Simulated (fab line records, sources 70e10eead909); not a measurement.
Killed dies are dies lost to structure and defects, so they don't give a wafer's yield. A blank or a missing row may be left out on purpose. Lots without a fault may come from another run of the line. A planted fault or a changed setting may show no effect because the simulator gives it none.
Chamber matching | flow nand_harc | NHARC_A_SLIT_DEP_25 on pecvd-01: 3 sister chambers
The step deposits SiO2, target thk 200 nm. 3 wafers are shown with their chamber, then 7 later ones without.

WAFERS WITH THEIR CHAMBER
wafer  | chamber | throttle_valve_pct (%)
L082.2 | 1       | 15.5
L082.4 | 2       | 15.6
L084.4 | 0       | 14.8

WAFERS WITHOUT THEIR CHAMBER
wafer  | throttle_valve_pct (%)
L084.5 | 15.7
L086.1 | 14.5
L086.2 | 15.5
L086.4 | 14.7
L095.1 | 15.7
L095.2 | 14.2
L095.4 | 14.4

WHICH CHAMBER EACH WENT THROUGH
wafer  | from the rows above     | in truth
L084.5 | can't be placed: 2 or 1 | 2
L086.1 | 0                       | 0
L086.2 | can't be placed: 1 or 2 | 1
L086.4 | 0                       | 0
L095.1 | can't be placed: 2 or 1 | 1
L095.2 | 0                       | 0
L095.4 | 0                       | 0
Placed correctly: 4 of 7. Can't be placed from these rows: 3 (the true chamber is among the candidates in 3). Placed wrongly: 0.
How it was worked out, from the rows above alone: a wafer's distance from a chamber is the root of the sum, over the readings, of the square of ((its reading less the chamber's mean) divided by the reading's scatter). The wafer belongs to the nearest chamber; if the next one is less than 2 further off, it can't be placed. A chamber's mean is the mean of its shown wafers. The scatter: with one shown wafer a chamber, the root of the mean of the squares of how far each hidden wafer lies from its nearest shown one.
